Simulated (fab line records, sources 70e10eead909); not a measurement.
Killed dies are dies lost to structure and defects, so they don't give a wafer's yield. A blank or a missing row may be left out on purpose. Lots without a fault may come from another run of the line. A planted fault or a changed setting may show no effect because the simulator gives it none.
Which tool did it? | flow nand_harc | 14 lots, 42 wafers sampled, at 3 steps of a route of 1159

WHAT THE GAUGES READ, wafer by wafer
NHARC_A_M0_THK_MEAS_24: measures by xrf.
lot  | measured     | on            | thk_nm (nm)
L609 | day 17 19:21 | film_metro-01 | 112.7 115.0 116.5
L610 | day 18 00:24 | film_metro-02 | 113.8 113.2 112.3
L612 | day 18 01:01 | film_metro-01 | 112.5 115.5 114.3
L611 | day 18 04:20 | film_metro-01 | 115.2 114.8 114.6
L614 | day 18 06:13 | film_metro-01 | 111.8 113.1 112.8
L616 | day 19 19:26 | film_metro-02 | 113.6 115.5 115.0
L618 | day 20 05:05 | film_metro-01 | 114.8 113.1 113.4
L624 | day 22 00:56 | film_metro-02 | 115.8 115.6 115.9
L623 | day 22 01:16 | film_metro-01 | 115.4 115.4 112.0
L626 | day 22 14:47 | film_metro-02 | 113.5 113.7 111.4
L625 | day 22 15:28 | film_metro-02 | 115.7 115.5 117.4
L629 | day 23 00:35 | film_metro-01 | 114.6 118.1 114.6
L631 | day 23 03:59 | film_metro-02 | 115.7 113.5 116.3
L628 | day 23 13:30 | film_metro-02 | 117.0 112.9 114.5

NHARC_A_M0_INSPECT_27.
lot  | measured     | on                | raw_defect_count
L609 | day 17 19:30 | defect_inspect-02 | 554 536 912
L610 | day 18 00:33 | defect_inspect-02 | 630 409 531
L612 | day 18 01:11 | defect_inspect-02 | 618 364 394
L611 | day 18 04:30 | defect_inspect-01 | 379 341 410
L614 | day 18 06:22 | defect_inspect-02 | 375 469 710
L616 | day 19 19:36 | defect_inspect-01 | 415 361 382
L618 | day 20 05:14 | defect_inspect-01 | 359 300 390
L624 | day 22 01:05 | defect_inspect-01 | 467 539 417
L623 | day 22 01:25 | defect_inspect-01 | 461 407 427
L626 | day 22 14:57 | defect_inspect-02 | 426 393 409
L625 | day 22 15:37 | defect_inspect-01 | 290 354 416
L629 | day 23 00:44 | defect_inspect-02 | 371 415 502
L631 | day 23 04:08 | defect_inspect-02 | 523 573 447
L628 | day 23 13:41 | defect_inspect-02 | 583 539 436

WHICH TOOL RAN EACH LOT (tool, then ch and the chambers of the sampled wafers, then the start)
lot  | NHARC_A_M0_PVD_21
L609 | pvd_sputter-03, day 17 19:21 or earlier
L610 | pvd_sputter-03, day 18 00:24 or earlier
L612 | pvd_sputter-03, day 18 01:01 or earlier
L611 | pvd_sputter-02, day 18 04:20 or earlier
L614 | pvd_sputter-01, day 18 06:13 or earlier
L616 | pvd_sputter-03, day 19 19:26 or earlier
L618 | pvd_sputter-01, day 20 05:05 or earlier
L624 | pvd_sputter-01, day 22 00:56 or earlier
L623 | pvd_sputter-03, day 22 01:16 or earlier
L626 | pvd_sputter-03, day 22 14:47 or earlier
L625 | pvd_sputter-02, day 22 15:28 or earlier
L629 | pvd_sputter-01, day 23 00:35 or earlier
L631 | pvd_sputter-02, day 23 03:59 or earlier
L628 | pvd_sputter-01, day 23 13:30 or earlier
- NHARC_A_M0_PVD_21: deposits Cu, target thk 30 nm, time 20.49 s.

WHAT THE TOOLS THEMSELVES READ (means of the sampled wafers that have a number; where no wafer has one, the mark that the record gives instead)
NHARC_A_M0_PVD_21.
lot  | tool           | throttle_valve_pct (%)
L609 | pvd_sputter-03 | 31.1
L610 | pvd_sputter-03 | 31.0
L612 | pvd_sputter-03 | 31.1
L611 | pvd_sputter-02 | 29.7
L614 | pvd_sputter-01 | 30.8
L616 | pvd_sputter-03 | 31.4
L618 | pvd_sputter-01 | 30.6
L624 | pvd_sputter-01 | 30.6
L623 | pvd_sputter-03 | 30.8
L626 | pvd_sputter-03 | 31.0
L625 | pvd_sputter-02 | 30.2
L629 | pvd_sputter-01 | 30.3
L631 | pvd_sputter-02 | 29.9
L628 | pvd_sputter-01 | 29.9

THE ANSWER, worked out from the rows above alone
Rule: what is usual is taken from the lots themselves. Put in order of their means at a reading, lots are off if they are a third of the lots or fewer, leave a main group of 4 or more, and stand apart from it by a gap of 3 or more times the standard deviation of the main group's means; of several such gaps the widest counts. A main group whose means are all the same, to the digits that the tables above print for the reading, isn't used. A lot without any number at a reading at which 4 lots or more have one is off too. The other lots that the step has rows for count as sound. The gauges are gone through in route order, then the tools' own readings, and for those a lot's mean is taken as printed above. The first step at which some lot is off is used, and at that step the reading that is off furthest; a lot without a number counts as furthest.
No lot is off at any reading shown: from this, nothing can be told.

WHAT THE SIMULATOR HAD PUT IN
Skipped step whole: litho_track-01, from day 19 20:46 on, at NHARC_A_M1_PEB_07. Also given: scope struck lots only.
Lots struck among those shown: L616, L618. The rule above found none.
